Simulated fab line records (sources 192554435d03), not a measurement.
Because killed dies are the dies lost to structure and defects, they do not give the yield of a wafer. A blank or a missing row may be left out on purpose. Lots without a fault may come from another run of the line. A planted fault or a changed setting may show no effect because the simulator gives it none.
3 desks looking at one fault :: flow n5_finfet :: every desk sees just its own numbers, and what lay behind them comes last

== THE DEFECT DESK ==
Counts from the inspections along the route, per lot, as means over the sampled wafers that have a number. Any lot whose mean is over 4 standard deviations away from the usual mean is out of limits and marked OUT; that distance is given in the brackets.
Columns: A = raw_defect_count at N5_BEOL_M2_INSPECT_13, usual 394
lot: L860
first seen here: day 6 11:38
A: 268

lot: L863
first seen here: day 7 03:21
A: 383

lot: L864
first seen here: day 7 11:57
A: 426

lot: L865
first seen here: day 7 15:02
A: 422

lot: L869
first seen here: day 8 17:43
A: 381

lot: L871
first seen here: day 9 03:38
A: 386

lot: L875
first seen here: day 10 05:26
A: 394

lot: L873
first seen here: day 10 05:38
A: 334

lot: L876
first seen here: day 10 12:12
A: 281

lot: L881
first seen here: day 13 14:50
A: 283
Result from this desk: across the 10 lots, nothing is out of limits.

== DESK OF THE TOOL OWNER: ald_sin-02 ==
The tool's own readings at N5_BEOL_M2_ALD_98 (deposits SiO2, target thk 2.5 nm, pulse time 1 s, co reactant pulse time 1 s): means of the sampled wafers that have a number, for each lot that ran on this tool. Any lot whose mean is over 4 standard deviations away from the usual mean is out of limits and marked OUT; that distance is given in the brackets.
Columns: A = heater_power_w at N5_BEOL_M2_ALD_98, usual 81 W; B = precursor_pulse_height_rel at N5_BEOL_M2_ALD_98, usual 0.995; C = susceptor_temp_C at N5_BEOL_M2_ALD_98, usual 100.01 C
lot: L863
first seen here: day 7 04:24
A: 81
B: 0.974
C: 99.99

lot: L865
first seen here: day 7 18:19
A: 82
B: 1.001
C: 99.94

lot: L869
first seen here: day 8 20:11
A: 80
B: 1.014
C: 99.98

lot: L875
first seen here: day 10 06:37
A: 80
B: 1.000
C: 99.94

lot: L873
first seen here: day 10 06:56
A: 79
B: 0.987
C: 99.92

lot: L876
first seen here: day 10 13:37
A: 85
B: 1.002
C: 100.06
Result from this desk: across the 6 lots, nothing is out of limits.

== FROM THE METROLOGY DESK ==
What the gauges read, lot by lot, whatever tool the lot ran on: means of the sampled wafers that have a number. Any lot whose mean is over 4 standard deviations away from the usual mean is out of limits and marked OUT; that distance is given in the brackets. It has 11 readings; the 7 that lie furthest out on some lot are the ones shown.
Columns: A = DIBL_N at N5_BEOL_M4_RC_MEAS_101, usual 36.3 mV/V; B = DIBL_P at N5_BEOL_M4_RC_MEAS_101, usual 36.0 mV/V; C = IOFF_N at N5_BEOL_M4_RC_MEAS_101, usual 0.16 nA/um; D = IOFF_P at N5_BEOL_M4_RC_MEAS_101, usual 0.22 nA/um; E = ION_N at N5_BEOL_M4_RC_MEAS_101, usual 672 uA/um; F = SS_P at N5_BEOL_M4_RC_MEAS_101, usual 73.3 mV/dec; G = VT_N at N5_BEOL_M4_RC_MEAS_101, usual 250 mV
lot: L860
first seen here: day 6 12:07
A: 36.8
B: 37.2
C: 0.17
D: 0.22
E: 670
F: 74.4
G: 249

lot: L863
first seen here: day 7 03:50
A: 34.8
B: 34.5
C: 0.14
D: 0.20
E: 672
F: 73.3
G: 248

lot: L864
first seen here: day 7 13:07
A: 37.3
B: 38.2
C: 0.18
D: 0.25
E: 672
F: 73.6
G: 247

lot: L865
first seen here: day 7 16:29
A: 40.9
B: 40.1
C: 0.25
D: 0.31
E: 695
F: 74.6
G: 242

lot: L869
first seen here: day 8 18:41
A: 35.5
B: 35.4
C: 0.14
D: 0.19
E: 665
F: 73.3
G: 252

lot: L871
first seen here: day 9 04:19
A: 38.0
B: 36.8
C: 0.16
D: 0.24
E: 668
F: 73.5
G: 252

lot: L875
first seen here: day 10 06:02
A: 34.1
B: 34.7
C: 0.15
D: 0.23
E: 676
F: 73.0
G: 250

lot: L873
first seen here: day 10 06:11
A: 36.1
B: 35.4
C: 0.14
D: 0.22
E: 659
F: 73.6
G: 252

lot: L876
first seen here: day 10 12:54
A: 37.3
B: 35.9
C: 0.16
D: 0.23
E: 667
F: 73.5
G: 251

lot: L881
first seen here: day 13 15:19
A: 33.6
B: 35.1
C: 0.14
D: 0.19
E: 677
F: 72.8
G: 250
Result from this desk: across the 10 lots, nothing is out of limits.

== PUT TOGETHER ==
Nothing the defect desk looked at was out of limits.
Nothing out of limits was seen by the tool owner's desk.
At the metrology desk, nothing out of limits was observed.

== WHAT WAS PUT IN BY THE SIMULATOR ==
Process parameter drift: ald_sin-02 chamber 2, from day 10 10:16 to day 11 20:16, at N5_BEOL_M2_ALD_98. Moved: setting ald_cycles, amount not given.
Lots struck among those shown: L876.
